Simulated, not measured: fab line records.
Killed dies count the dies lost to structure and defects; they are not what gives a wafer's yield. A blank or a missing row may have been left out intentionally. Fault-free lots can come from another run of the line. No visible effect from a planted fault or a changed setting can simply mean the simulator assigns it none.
fab line records    flow n5-finfet
[record] lots = 7  wafers = 21
route steps=1938 shown PMOS_HMC_CHANNEL_EPI@62 FIN_SAQP@130 FIN_CUT@155 DUMMY_GATE@221 SD_EPI_N@268
start-h: start of the lot's first displayed wafer, in hours after the record's first day    wait-h: hours elapsed since this lot's preceding step    " identical to the entry in the row above    L1.1+2: a single row standing in for several wafers    - no value, or no start given    * or withheld: withheld    < > ~ a bound
route shown NAME@n: a module of which the file shows steps, and the number in the route of the first    usual: average and standard deviation across the fault-free wafers    same: alike in all rows    chamber/n: place in a boat    sites: the reading at each site    _std_site: standard deviation of those values    _edge_site: mean of outer sites minus mean of inner sites    radius-mm: for every site, how far away it sits from the centre of the wafer    mask NAME#n: copy n    behind: tool/chamber where the wafer was last shaped    hold: why the lot was held/for how many hours/how that ended    device: transistor that didn't switch, given as n, p or np    end of line: tests run on the same wafers once the route is complete    a step given without rows: its recipe and nothing more    killed: the dies lost at the first sort to structure and to defects; this is not the yield of the wafer    map: the dies of a wafer, with x for killed, . for not killed, _ for no die there
set.NAME: the setting as run; set.NAME@STEP: as run at that earlier step    model.NAME: the simulator's own value behind a step, which no gauge read
lots run with intentionally changed settings; tables by step, rows by wafer
[[steps]]
[step N5_PMOS_HMC_CHANNEL_EPI_EXPOSE_06]
[recipe] mask-id = PMOS_HMC_BLK  na = 1.35  source-shape = conventional  sigma-outer = 0.8  polarization = unpolarized  target-cd-nm = 240  dose-mj = 41
lot.wafer   tool             chamber  start-h  wait-h  mask            set.dose-mj
L079.1+4+6  arfi-scanner-03  0        47.34    -       PMOS_HMC_BLK#0  41
L084.2+3    arfi-scanner-01  0        77.81    -       PMOS_HMC_BLK#0  41
L084.4      "                0        "        "       PMOS_HMC_BLK#0  43.99
L086.1      arfi-scanner-01  0        88.94    -       PMOS_HMC_BLK#0  41
L086.3+4    "                0        "        "       PMOS_HMC_BLK#0  39.72
L088.2+4+6  arfi-scanner-03  0        101.16   -       PMOS_HMC_BLK#0  42.04
L095.1+3    arfi-scanner-03  0        142.96   -       PMOS_HMC_BLK#0  41
L095.6      "                0        "        "       PMOS_HMC_BLK#0  40.05
L096.3      arfi-scanner-01  0        149.60   -       PMOS_HMC_BLK#0  39.91
L096.5+6    "                0        "        "       PMOS_HMC_BLK#0  41
L097.2+5+6  arfi-scanner-01  0        155.27   -       PMOS_HMC_BLK#0  41
[step N5_PMOS_HMC_CHANNEL_EPI_PEB_07]
[recipe] peb-temp-c = 110  peb-time-s = 60  resist = CAR-ArF-block
[step N5_PMOS_HMC_CHANNEL_EPI_DEVELOP_08]
[recipe] develop-time-s = 30  developer = TMAH  resist = CAR-ArF-block  dev-temp-c = 23  rinse-liquid = diw  dry = air-spin
[step N5_PMOS_HMC_CHANNEL_EPI_CD_MEAS_09]
[recipe] target-cd-nm = 237.4  landing-energy-ev = 500  detector = se-inlens
[usual] cd-nm = 237.4/1
lot.wafer  tool       chamber  start-h  wait-h  set.dose-mj@PMOS_HMC_CHANNEL_EPI_EXPOSE_06  cd-nm
L079.1     cd-sem-01  0        47.46    -       41                                          238.6
L079.4     "          0        "        "       41                                          237.7
L079.6     "          0        "        "       41                                          237.2
L084.2     cd-sem-01  0        77.93    -       41                                          235.4
L084.3     "          0        "        "       41                                          236.9
L084.4     "          0        "        "       43.99                                       242.2
L086.1     cd-sem-02  0        89.06    -       41                                          236.0
L086.3     "          0        "        "       39.72                                       233.9
L086.4     "          0        "        "       39.72                                       234.8
L088.2     cd-sem-03  0        101.28   -       42.04                                       238.2
L088.4     "          0        "        "       42.04                                       238.7
L088.6     "          0        "        "       42.04                                       239.5
L095.1     cd-sem-03  0        143.08   -       41                                          239.0
L095.3     "          0        "        "       41                                          237.3
L095.6     "          0        "        "       40.05                                       235.3
L096.3     cd-sem-01  0        149.71   -       39.91                                       235.6
L096.5     "          0        "        "       41                                          239.2
L096.6     "          0        "        "       41                                          239.0
L097.2     cd-sem-02  0        155.39   -       41                                          236.7
L097.5     "          0        "        "       41                                          238.1
L097.6     "          0        "        "       41                                          237.3
[step N5_PMOS_HMC_CHANNEL_EPI_DESCUM_14]
[recipe] chemistry = O2  time-s = 7.9  source-power-w = 50  bias-power-w = 20  pressure-mtorr = 20  rf-frequency-hz = 2.712e+07  temp-c = 40  resist = CAR-ArF-block  o2-flow-sccm = 225
lot.wafer  tool         chamber  start-h  wait-h  set.dose-mj@PMOS_HMC_CHANNEL_EPI_EXPOSE_06  model.PMOS_HMC_CHANNEL_EPI.cd-nm
L079.1     rie-diel-03  3        47.55    0.0     41                                          238.4
L079.4     "            2        "        "       41                                          238
L079.6     "            2        "        "       41                                          237
L084.2     rie-diel-02  0        78.02    0.0     41                                          235.2
L084.3     "            2        "        "       41                                          236.5
L084.4     "            3        "        "       43.99                                       242.1
L086.1     rie-diel-03  0        89.15    0.0     41                                          235.8
L086.3     "            2        "        "       39.72                                       234
L086.4     "            3        "        "       39.72                                       234.7
L088.2     rie-diel-02  2        101.37   0.0     42.04                                       238.2
L088.4     "            1        "        "       42.04                                       238.8
L088.6     "            3        "        "       42.04                                       239.7
L095.1     rie-diel-05  0        143.17   0.0     41                                          238.9
L095.3     "            1        "        "       41                                          237.4
L095.6     "            3        "        "       40.05                                       235.6
L096.3     rie-diel-02  3        149.80   0.0     39.91                                       235.9
L096.5     "            1        "        "       41                                          239.5
L096.6     "            0        "        "       41                                          238.5
L097.2     rie-diel-02  3        155.47   0.0     41                                          237.1
L097.5     "            0        "        "       41                                          237.9
L097.6     "            2        "        "       41                                          237.2
[step N5_PMOS_HMC_CHANNEL_EPI_ETCH_32]
[recipe] chemistry = N2/H2  target = BARC  stop-on = SiO2  target-depth-a = 858  over-etch-frac = 0.3  time-s = 50.3  ion-energy-ev = 200  mask-material = CAR-ArF-block  pressure-mtorr = 30  source-w = 840  bias-w = 150  n2-flow-sccm = 200  h2-flow-sccm = 200
[usual] rf-vpp-V = 524.5/2.6
lot.wafer  tool         chamber  start-h  wait-h  set.bias-w  set.dose-mj@PMOS_HMC_CHANNEL_EPI_EXPOSE_06  rf-vpp-V  model.PMOS_HMC_CHANNEL_EPI.cd-nm
L079.1     rie-diel-03  3        47.59    0.0     150         41                                          524.2     241
L079.4     "            2        "        "       175.7       41                                          582.2     238.9
L079.6     "            2        "        "       175.7       41                                          581.5     238.2
L084.2     rie-diel-02  0        78.05    0.0     150         41                                          527.1     238.6
L084.3     "            2        "        "       161.2       41                                          551.4     240.5
L084.4     "            3        "        "       161.2       43.99                                       545.5     245.6
L086.1     rie-diel-03  0        89.19    0.0     150         41                                          526.6     239
L086.3     "            2        "        "       150         39.72                                       526.6     236.1
L086.4     "            3        "        "       150         39.72                                       524.9     237.7
L088.2     rie-diel-02  2        101.40   0.0     167         42.04                                       564.5     240.9
L088.4     "            1        "        "       150         42.04                                       523.1     241.8
L088.6     "            3        "        "       150         42.04                                       520.3     242.7
L095.1     rie-diel-05  0        143.20   0.0     150         41                                          523.8     241.6
L095.3     "            1        "        "       150         41                                          527.8     240.1
L095.6     "            3        "        "       150         40.05                                       524.5     237.2
L096.3     rie-diel-02  3        149.83   0.0     150         39.91                                       522.5     238.9
L096.5     "            1        "        "       150         41                                          520.4     241.4
L096.6     "            0        "        "       150         41                                          526.5     240.9
L097.2     rie-diel-02  3        155.51   0.0     150         41                                          520.6     240.3
L097.5     "            0        "        "       150         41                                          526.2     240
L097.6     "            2        "        "       150         41                                          526.5     239.7
[step N5_FIN_SAQP_ETCH_65]
[recipe] chemistry = CF4  target = SiO2  target-depth-a = 40  ion-energy-ev = 350  time-s = 4.4  pressure-mtorr = 10  icp-w = 800  bias-w = 400  cf4-flow-sccm = 80
lot.wafer  tool       chamber  start-h  wait-h  set.time-s  model.etch.depth-nm
L079.1     rie-si-05  3        55.25    0.1     4.4         3.821
L079.4     "          1        "        "       4.4         4.03
L079.6     "          1        "        "       3.52        3.225
L084.2     rie-si-01  0        84.92    0.1     4.4         4.076
L084.3     "          2        "        "       4.4         4.015
L084.4     "          3        "        "       4.4         3.888
L086.1     rie-si-01  0        96.47    0.1     5.374       4.985
L086.3     "          1        "        "       4.4         4.004
L086.4     "          2        "        "       4.4         4.042
L088.2     rie-si-05  0        108.12   0.1     5.225       4.808
L088.4     "          3        "        "       5.225       4.524
L088.6     "          0        "        "       4.4         4.047
L095.1     rie-si-02  3        150.62   0.1     4.4         4.161
L095.3     "          2        "        "       4.4         4.053
L095.6     "          0        "        "       4.4         4.001
L096.3     rie-si-02  1        156.81   0.1     3.828       3.486
L096.5     "          3        "        "       4.4         4.109
L096.6     "          2        "        "       3.828       3.436
L097.2     rie-si-02  2        164.90   0.1     4.4         3.931
L097.5     "          3        "        "       4.4         4.072
L097.6     "          2        "        "       4.4         3.981
[step N5_FIN_CUT_COAT_19]
[recipe] resist = SiARC  temp-c = 220  time-s = 60  spin-rpm = 1500  resist-thk-nm = 20
lot.wafer   tool            chamber  start-h  wait-h  set.spin-rpm  model.SiARC_of_FIN_CUT_COAT_19.thk-nm
L079.1      litho-track-05  0        -        -       1377          20.8
L079.4+6    "               0        "        "       1500          19.8
L084.2+3    litho-track-03  0        -        -       1555          19.6
L084.4      "               0        "        "       1500          20
L086.1+3    litho-track-03  0        -        -       1500          20
L086.4      "               0        "        "       1369          21
L088.2+6    litho-track-01  0        -        -       1577          19.6
L088.4      "               0        "        "       1500          20
L095.1+3+6  litho-track-05  0        -        -       1500          20
L096.3+5    litho-track-01  0        -        -       1576          19.6
L096.6      "               0        "        "       1500          20
L097.2      litho-track-01  0        -        -       1500          20
L097.5+6    "               0        "        "       1500          19.8
[step N5_FIN_CUT_EXPOSE_05]
[recipe] mask-id = FIN_CUT  na = 0.33  source-shape = annular  sigma-inner = 0.35  sigma-outer = 0.8  polarization = unpolarized  dose-mj = 45.75
lot.wafer   tool            chamber  start-h  wait-h  mask       set.dose-mj
L079.1+4    euv-scanner-01  0        57.63    -       FIN_CUT#0  45.75
L079.6      "               0        "        "       FIN_CUT#0  47.68
L084.2+3    euv-scanner-02  0        90.06    -       FIN_CUT#0  46.72
L084.4      "               0        "        "       FIN_CUT#0  45.75
L086.1+3+4  euv-scanner-02  0        100.81   -       FIN_CUT#0  45.75
L088.2+4+6  euv-scanner-01  0        110.51   -       FIN_CUT#0  45.75
L095.1      euv-scanner-02  0        154.03   -       FIN_CUT#0  48.21
L095.3+6    "               0        "        "       FIN_CUT#0  45.75
L096.3      euv-scanner-02  0        159.02   -       FIN_CUT#0  45.75
L096.5+6    "               0        "        "       FIN_CUT#0  48.63
L097.2+5+6  euv-scanner-02  0        167.88   -       FIN_CUT#0  45.75
[step N5_FIN_CUT_PEB_06]
[recipe] peb-temp-c = 100  peb-time-s = 60  resist = CAR-EUV
[step N5_FIN_CUT_DEVELOP_07]
[recipe] develop-time-s = 30  developer = TMAH  resist = CAR-EUV  rinse-liquid = surfactant-rinse  dry = air-spin  dev-temp-c = 23
[step N5_FIN_CUT_DESCUM_13]
[recipe] chemistry = O2  time-s = 7  source-power-w = 50  bias-power-w = 20  pressure-mtorr = 20  rf-frequency-hz = 2.712e+07  temp-c = 40  resist = CAR-EUV  o2-flow-sccm = 225
[step N5_FIN_CUT_ETCH_30]
[recipe] chemistry = N2/H2  target = underlayer  target-depth-a = 130  mask-material = CAR-EUV  time-s = 10.4  ion-energy-ev = 200  pressure-mtorr = 30  source-w = 840  bias-w = 150  n2-flow-sccm = 200  h2-flow-sccm = 200  ends = cleared
lot.wafer  tool         chamber  start-h  wait-h  set.dose-mj@FIN_CUT_EXPOSE_05  model.FIN_CUT.cd-offset-nm
L079.1     rie-diel-02  2        57.92    0.0     45.75                          -0.2
L079.4     "            1        "        "       45.75                          0
L079.6     "            2        "        "       47.68                          0.4
L084.2     rie-diel-03  0        90.34    0.0     46.72                          0.2
L084.3     "            2        "        "       46.72                          0.4
L084.4     "            1        "        "       45.75                          -0.2
L086.1     rie-diel-03  2        101.10   0.0     45.75                          -0.2
L086.3     "            1        "        "       45.75                          0
L086.4     "            0        "        "       45.75                          -0.4
L088.2     rie-diel-05  3        110.79   0.0     45.75                          0
L088.4     "            1        "        "       45.75                          -0.4
L088.6     "            0        "        "       45.75                          -0.2
L095.1     rie-diel-03  0        154.32   0.0     48.21                          1
L095.3     "            2        "        "       45.75                          0.2
L095.6     "            2        "        "       45.75                          0
L096.3     rie-diel-02  3        159.30   0.0     45.75                          0.2
L096.5+6   "            0,2      "        "       48.63                          1
L097.2+6   rie-diel-02  0,1      168.17   0.0     45.75                          -0.2
L097.5     "            2        "        "       45.75                          0
[step N5_FIN_CUT_ETCH_20]
[recipe] chemistry = CF4  target = SiARC  target-depth-a = 260  mask-material = CAR-EUV  time-s = 43.3  ion-energy-ev = 80  pressure-mtorr = 40  source-w = 545  bias-w = 36  Ar_flow_sccm = 100  cf4-flow-sccm = 100  ends = cleared
lot.wafer  tool         chamber  start-h  wait-h  set.spin-rpm@FIN_CUT_COAT_19  set.dose-mj@FIN_CUT_EXPOSE_05  model.FIN_CUT.cd-offset-nm  model.etch.depth-nm
L079.1     rie-diel-02  2        57.94    0.0     1377                          45.75                          -0.2                        20.74
L079.4     "            1        "        "       1500                          45.75                          0                           19.88
L079.6     "            2        "        "       1500                          47.68                          0.4                         19.86
L084.2     rie-diel-03  0        90.36    0.0     1555                          46.72                          0.4                         19.68
L084.3     "            2        "        "       1555                          46.72                          0.4                         19.63
L084.4     "            1        "        "       1500                          45.75                          -0.2                        20.04
L086.1     rie-diel-03  2        101.12   0.0     1500                          45.75                          -0.2                        20.03
L086.3     "            1        "        "       1500                          45.75                          -0.2                        19.97
L086.4     "            0        "        "       1369                          45.75                          -0.2                        20.97
L088.2     rie-diel-05  3        110.81   0.0     1577                          45.75                          0                           19.62
L088.4     "            1        "        "       1500                          45.75                          -0.6                        19.99
L088.6     "            0        "        "       1577                          45.75                          -0.2                        19.52
L095.1     rie-diel-03  0        154.34   0.0     1500                          48.21                          1                           19.94
L095.3     "            2        "        "       1500                          45.75                          0.4                         19.99
L095.6     "            2        "        "       1500                          45.75                          0                           19.98
L096.3     rie-diel-02  3        159.32   0.0     1576                          45.75                          0                           19.55
L096.5     "            0        "        "       1576                          48.63                          1                           19.55
L096.6     "            2        "        "       1500                          48.63                          1                           20.01
L097.2     rie-diel-02  0        168.19   0.0     1500                          45.75                          -0.2                        19.98
L097.5     "            2        "        "       1500                          45.75                          -0.2                        19.84
L097.6     "            1        "        "       1500                          45.75                          -0.2                        19.86
[step N5_DUMMY_GATE_PECVD_30]
[recipe] material = SiO2  target-thk-a = 550  temp-c = 400  precursor = TEOS/O2  pressure-torr = 6.5  rf-w = withheld  teos-flow-sccm = withheld  gas = O2  flow-sccm = 2650  time-s = 10.8
lot.wafer  tool      chamber  start-h  wait-h  set.time-s  model.SiO2_of_DUMMY_GATE_PECVD_30.thk-nm
L079.1+4   pecvd-02  0,1      75.66    0.0     10.8        55.4
L079.6     "         2        "        "       10.8        56.2
L084.2     pecvd-02  1        110.56   0.0     10.3        52
L084.3     "         0        "        "       10.8        55.2
L084.4     "         2        "        "       10.8        56.6
L086.1     pecvd-04  1        123.76   0.0     10.8        54
L086.3     "         2        "        "       10.8        53.8
L086.4     "         0        "        "       9.84        50.4
L088.2     pecvd-03  0        133.23   0.0     10.8        54
L088.4     "         0        "        "       10.8        54.8
L088.6     "         1        "        "       10.8        55.6
L095.1+6   pecvd-02  0,1      174.45   0.0     10.8        55
L095.3     "         0        "        "       10.8        55.6
L096.3     pecvd-02  1        177.40   0.1     10.8        55.2
L096.5     "         0        "        "       11.3        58.4
L096.6     "         1        "        "       11.3        57.6
L097.2     pecvd-02  0        187.91   0.0     10.8        55.4
L097.5     "         1        "        "       10.8        55.2
L097.6     "         0        "        "       10.8        56.2
[step N5_DUMMY_GATE_COAT_34]
[recipe] resist = SOC  temp-c = 250  time-s = 60  spin-rpm = 1500  resist-thk-nm = 60
[step N5_DUMMY_GATE_COAT_35]
[recipe] resist = SiARC  temp-c = 220  time-s = 60  spin-rpm = 1500  resist-thk-nm = 10
[step N5_DUMMY_GATE_ETCH_31]
[recipe] chemistry = C4F6/O2  target = SiO2  mask-material = SOC  target-depth-a = 825  time-s = 27.5  ion-energy-ev = 250  pressure-mtorr = 30  source-w = 345  bias-w = 185  Ar_flow_sccm = 300  C4F6_flow_sccm = 10  O2_flow_sccm = 10
[step N5_DUMMY_GATE_STRIP_41]
[recipe] chemistry = O2  power-w = 400  temp-c = 40  pressure-mtorr = 30  rf-frequency-hz = 6e+07  bias-power-w = 0  overash-fraction = 0.3  o2-flow-sccm = 225
[step N5_DUMMY_GATE_HM_OPEN_21]
[recipe] chemistry = CH3F/O2  target = SiNx  target-depth-a = 1200  Ar_flow_sccm = 150  CH3F_flow_sccm = 30  O2_flow_sccm = 23  time-s = 171.4  pressure-mtorr = 30  source-w = 395  bias-w = 73  ion-energy-ev = 120.7
lot.wafer  tool         chamber  start-h  wait-h  set.time-s@DUMMY_GATE_PECVD_30  model.SiO2_of_DUMMY_GATE_PECVD_30.thk-nm
L079.1     rie-diel-02  0        76.62    0.0     10.8                            45.4
L079.4     "            3        "        "       10.8                            45.6
L079.6     "            2        "        "       10.8                            46.4
L084.2     rie-diel-02  3        111.82   0.0     10.3                            42.2
L084.3     "            0        "        "       10.8                            45.2
L084.4     "            1        "        "       10.8                            46.6
L086.1     rie-diel-03  1        125.02   0.0     10.8                            44.2
L086.3     "            0        "        "       10.8                            43.8
L086.4     "            2        "        "       9.84                            40.8
L088.2     rie-diel-02  2        134.45   0.0     10.8                            44.4
L088.4     "            3        "        "       10.8                            45
L088.6     "            2        "        "       10.8                            46
L095.1     rie-diel-03  2        175.55   0.0     10.8                            45.4
L095.3     "            0        "        "       10.8                            45.6
L095.6     "            0        "        "       10.8                            44.8
L096.3     rie-diel-03  0        178.36   0.0     10.8                            45
L096.5     "            0        "        "       11.3                            48.4
L096.6     "            2        "        "       11.3                            47.8
L097.2+5   rie-diel-05  3        189.20   0.0     10.8                            45.4
L097.6     "            1        "        "       10.8                            45.8
[step N5_DUMMY_GATE_ETCH_32]
[recipe] chemistry = CF4  target = SiO2  target-depth-a = 35  time-s = 3.9  ion-energy-ev = 350  pressure-mtorr = 10  icp-w = 800  bias-w = 400  cf4-flow-sccm = 80
[step N5_DUMMY_GATE_ETCH_23]
[recipe] chemistry = HBr/Cl2/O2  HBr_flow_sccm = 150  Cl2_flow_sccm = 80  O2_flow_sccm = 12  bias-w = 102  target-depth-a = 410  time-s = 22.3  target = poly-Si  mask-material = SiO2  pressure-mtorr = 10  icp-w = 800
lot.wafer  tool       chamber  start-h  wait-h  set.time-s@DUMMY_GATE_PECVD_30  model.SiO2_of_DUMMY_GATE_PECVD_30.thk-nm
L079.1     rie-si-04  3        76.81    0.0     10.8                            39.6
L079.4     "          2        "        "       10.8                            39.8
L079.6     "          1        "        "       10.8                            40.4
L084.2     rie-si-06  3        112.02   0.0     10.3                            36.2
L084.3     "          0        "        "       10.8                            39
L084.4     "          1        "        "       10.8                            40.4
L086.1     rie-si-03  3        125.21   0.0     10.8                            38.2
L086.3     "          2        "        "       10.8                            37.8
L086.4     "          1        "        "       9.84                            34.6
L088.2+4   rie-si-03  2,0      134.65   0.0     10.8                            38.6
L088.6     "          3        "        "       10.8                            40
L095.1     rie-si-03  0        175.75   0.0     10.8                            39.2
L095.3     "          2        "        "       10.8                            39.6
L095.6     "          0        "        "       10.8                            38.6
L096.3     rie-si-04  3        178.56   0.0     10.8                            39
L096.5     "          3        "        "       11.3                            42.4
L096.6     "          2        "        "       11.3                            42
L097.2+5   rie-si-03  0,1      189.40   0.0     10.8                            39.2
L097.6     "          2        "        "       10.8                            40
[step N5_SD_EPI_N_PEB_07]
[recipe] peb-temp-c = 110  peb-time-s = 60  resist = CAR-ArF-block
lot.wafer   tool            chamber  start-h  wait-h  set.peb-temp-c
L079.1+6    litho-track-05  0        78.21    0.1     110
L079.4      "               0        "        "       107.7
L084.2+3+4  litho-track-03  0        113.30   0.0     110
L086.1+3+4  litho-track-05  0        126.55   0.1     110
L088.2      litho-track-05  0        135.95   0.0     110
L088.4+6    "               0        "        "       113.6
L095.1+3+6  litho-track-03  0        177.01   0.1     110
L096.3      litho-track-02  0        180.70   0.0     110
L096.5+6    "               0        "        "       112.4
L097.2+5+6  litho-track-05  0        190.66   0.0     110
[step N5_SD_EPI_N_DEVELOP_08]
[recipe] develop-time-s = 30  developer = TMAH  resist = CAR-ArF-block  dev-temp-c = 23  rinse-liquid = diw  dry = air-spin
[step N5_SD_EPI_N_CD_MEAS_09]
[recipe] target-cd-nm = 120  landing-energy-ev = 500  detector = se-inlens
[usual] cd-nm = 120.2/0.57
lot.wafer  tool       chamber  start-h  wait-h  set.peb-temp-c@SD_EPI_N_PEB_07  cd-nm
L079.1     cd-sem-02  0        78.27    -       110                             119.7
L079.4     "          0        "        "       107.7                           113.0
L079.6     "          0        "        "       110                             119.5
L084.2     cd-sem-01  0        113.37   -       110                             120.5
L084.3     "          0        "        "       110                             120.3
L084.4     "          0        "        "       110                             120.9
L086.1     cd-sem-03  0        126.61   -       110                             120.3
L086.3     "          0        "        "       110                             120.3
L086.4     "          0        "        "       110                             120.5
L088.2     cd-sem-03  0        136.02   -       110                             120.0
L088.4     "          0        "        "       113.6                           128.7
L088.6     "          0        "        "       113.6                           128.7
L095.1     cd-sem-03  0        177.07   -       110                             120.4
L095.3     "          0        "        "       110                             119.4
L095.6     "          0        "        "       110                             119.7
L096.3     cd-sem-01  0        180.77   -       110                             120.6
L096.5     "          0        "        "       112.4                           125.2
L096.6     "          0        "        "       112.4                           125.7
L097.2     cd-sem-03  0        190.73   -       110                             120.5
L097.5     "          0        "        "       110                             120.1
L097.6     "          0        "        "       110                             119.3
[[key]]
[split] step = N5_PMOS_HMC_CHANNEL_EPI_EXPOSE_06  setting = dose-mj  stated = 41  by = wafer
[response] step = N5_PMOS_HMC_CHANNEL_EPI_CD_MEAS_09  reading = cd-nm  change = +0.86  per = 1%  r = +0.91
[response] step = N5_PMOS_HMC_CHANNEL_EPI_DESCUM_14  reading = model.PMOS_HMC_CHANNEL_EPI.cd-nm  change = +0.852  per = 1%  r = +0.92
[response] step = N5_PMOS_HMC_CHANNEL_EPI_ETCH_32  reading = model.PMOS_HMC_CHANNEL_EPI.cd-nm  change = +0.864  per = 1%  r = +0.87
[split] step = N5_PMOS_HMC_CHANNEL_EPI_ETCH_32  setting = bias-w  stated = 150  by = wafer
[response] step = N5_PMOS_HMC_CHANNEL_EPI_ETCH_32  reading = rf-vpp-V  change = +3.42  per = 1%  r = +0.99
[split] step = N5_FIN_SAQP_ETCH_65  setting = time-s  stated = 4.4  by = wafer
[response] step = N5_FIN_SAQP_ETCH_65  reading = model.etch.depth-nm  change = +0.0392  per = 1%  r = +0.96
[split] step = N5_FIN_CUT_COAT_19  setting = spin-rpm  stated = 1500  by = wafer
[response] step = N5_FIN_CUT_COAT_19  reading = model.SiARC_of_FIN_CUT_COAT_19.thk-nm  change = -0.108  per = 1%  r = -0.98
[response] step = N5_FIN_CUT_ETCH_20  reading = model.etch.depth-nm  change = -0.103  per = 1%  r = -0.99
[split] step = N5_FIN_CUT_EXPOSE_05  setting = dose-mj  stated = 45.75  by = wafer
[response] step = N5_FIN_CUT_ETCH_30  reading = model.FIN_CUT.cd-offset-nm  change = +0.144  per = 1%  r = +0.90
[response] step = N5_FIN_CUT_ETCH_20  reading = model.FIN_CUT.cd-offset-nm  change = +0.154  per = 1%  r = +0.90
[split] step = N5_DUMMY_GATE_PECVD_30  setting = time-s  stated = 10.8  by = wafer
[response] step = N5_DUMMY_GATE_PECVD_30  reading = model.SiO2_of_DUMMY_GATE_PECVD_30.thk-nm  change = +0.51  per = 1%  r = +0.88
[response] step = N5_DUMMY_GATE_HM_OPEN_21  reading = model.SiO2_of_DUMMY_GATE_PECVD_30.thk-nm  change = +0.492  per = 1%  r = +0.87
[response] step = N5_DUMMY_GATE_ETCH_23  reading = model.SiO2_of_DUMMY_GATE_PECVD_30.thk-nm  change = +0.502  per = 1%  r = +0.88
[split] step = N5_SD_EPI_N_PEB_07  setting = peb-temp-c  stated = 110  by = wafer
[response] step = N5_SD_EPI_N_CD_MEAS_09  reading = cd-nm  change = +2.67  per = 1%  r = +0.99
